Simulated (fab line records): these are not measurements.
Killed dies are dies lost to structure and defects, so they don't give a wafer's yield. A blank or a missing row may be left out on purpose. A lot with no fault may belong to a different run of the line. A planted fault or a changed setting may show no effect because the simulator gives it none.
Problem report in the 8D (eight disciplines) form, filled by code | flow nandHarc | the parts of the form that need people (team, actions taken, sign-off) are left out

1. THE PROBLEM
At NHARC_THIN_TSV_INSPECT_40, rawDefectCount averages 1369 over 6 wafers from 2 lots, while fault-free wafers read 560, standard deviation 83. Relative to the usual mean, that is a shift of +9.7 standard deviations.
First observed at day 31 11:58: wafer L602.1, on defectInspect-01. The record has a number at this step for 18 wafers belonging to 6 lots. The rule behind "out" and "out of limits": a value lying over 4 standard deviations away from the usual mean. The other wafers with a number count as sound.

2. WHAT IT IS, WHAT IT ISN'T
question                    | is                     | is not
which readings at this step | rawDefectCount         | -
which lots                  | L602, L603             | L590, L593, L605, L606
which wafers of those lots  | all that have a number | -
read on which gauges        | defectInspect-01       | defectInspect-02
when                        | from day 31 11:58      | up to then (6 sound wafers); but 6 sound wafers of L605, L606 came after

3. SUSPECTS, AND WHAT RULES EACH OUT
Counting: a tool at a process step up to the reading stays a suspect if it ran every lot that is out and no sound lot after the first of them.
- the gauge at NHARC_THIN_TSV_INSPECT_40: ruled out. All the wafers that are out were read on defectInspect-01, but those of them that NHARC_END_SORT_01 has rows for are out there too, on other tools.
- rieMetal-01 at NHARC_THIN_TSV_ETCH_59 (etches the open film in Cl2/BCl3, target depth 880 nm, time 138.1 s): ruled out as a lasting fault. The sound lots L606 went through it after L602, its earliest lot that is out (day 31 08:50).
- rieMetal-01 at NHARC_THIN_TSV_ETCH_36 (etches the open film in Cl2/BCl3, target depth 65 nm, time 18.571 s): ruled out as a lasting fault. The sound lots L606 went through it after L602, its earliest lot that is out (day 31 09:05).
- plasmaAsher-01 at NHARC_THIN_TSV_STRIP_56 (strips in O2): kept. It ran every lot that is out, first L602 (day 31 09:14), and no sound lot after that; its last sound lot up to then is L593 (day 27 17:09).
Remaining after the count: plasmaAsher-01 at NHARC_THIN_TSV_STRIP_56.

4. THE CAUSE (what the simulator had put in)
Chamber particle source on plasmaAsher-01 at NHARC_THIN_TSV_STRIP_56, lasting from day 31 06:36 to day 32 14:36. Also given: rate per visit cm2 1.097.
Counting left only this tool.

5. SEQUENCE OF EFFECTS, ordered by route
Rows list readings where the struck wafers' mean (over those with a number) sits beyond 3 standard deviations from the usual. Readings are gone through only where the record gives a usual standard deviation; hours: the median, over the lots, of the time from a lot's start at the first step in this table giving one to that lot's start at this step; sigmas: the change measured in usual standard deviations.
hours | step                      | reading            | usual  | on struck wafers | change | sigmas
0     | NHARC_THIN_TSV_INSPECT_40 | rawDefectCount     | 560    | 1369             | +809   | +9.7
3     | NHARC_END_SORT_01         | defectLimitedYield | 92.0 % | 76.1             | -15.9  | -5.7
3     | NHARC_END_SORT_01         | killedAtOther      | 0.7    | 92.7             | +92.0  | +84
3     | NHARC_END_SORT_01         | killedDies         | 54     | 162              | +108   | +5.7
3     | NHARC_END_SORT_01         | sort_bin_2_pct     | 2.8 %  | 10.6             | +7.8   | +6.5
3     | NHARC_END_SORT_01         | sort_bin_3_pct     | 0.6 %  | 4.7              | +4.1   | +10
3     | NHARC_END_SORT_01         | sortNPass          | 623    | 516              | -108   | -5.7
3     | NHARC_END_SORT_01         | sortYieldPct       | 92.0 % | 76.1             | -15.9  | -5.7
At these later measuring or inspecting steps, every struck wafer for which the step has a row has a number for every such reading, and none has moved that far: NHARC_END_WLT_00.

6. WHAT WOULD HAVE CAUGHT IT SOONER
In this record the first reading out of limits at a measuring or inspecting step was taken at day 31 11:58, 5 hours after the fault began at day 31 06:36.
No tool reading at NHARC_THIN_TSV_STRIP_56 that has a usual standard deviation in the record was out on any struck wafer, so an alarm limit of 4 standard deviations on those readings would not have fired.
Among the 2 lots that are out, L603 began NHARC_THIN_TSV_STRIP_56 on plasmaAsher-01 after day 31 11:58. Had the tool been put on hold then, it would have been spared.
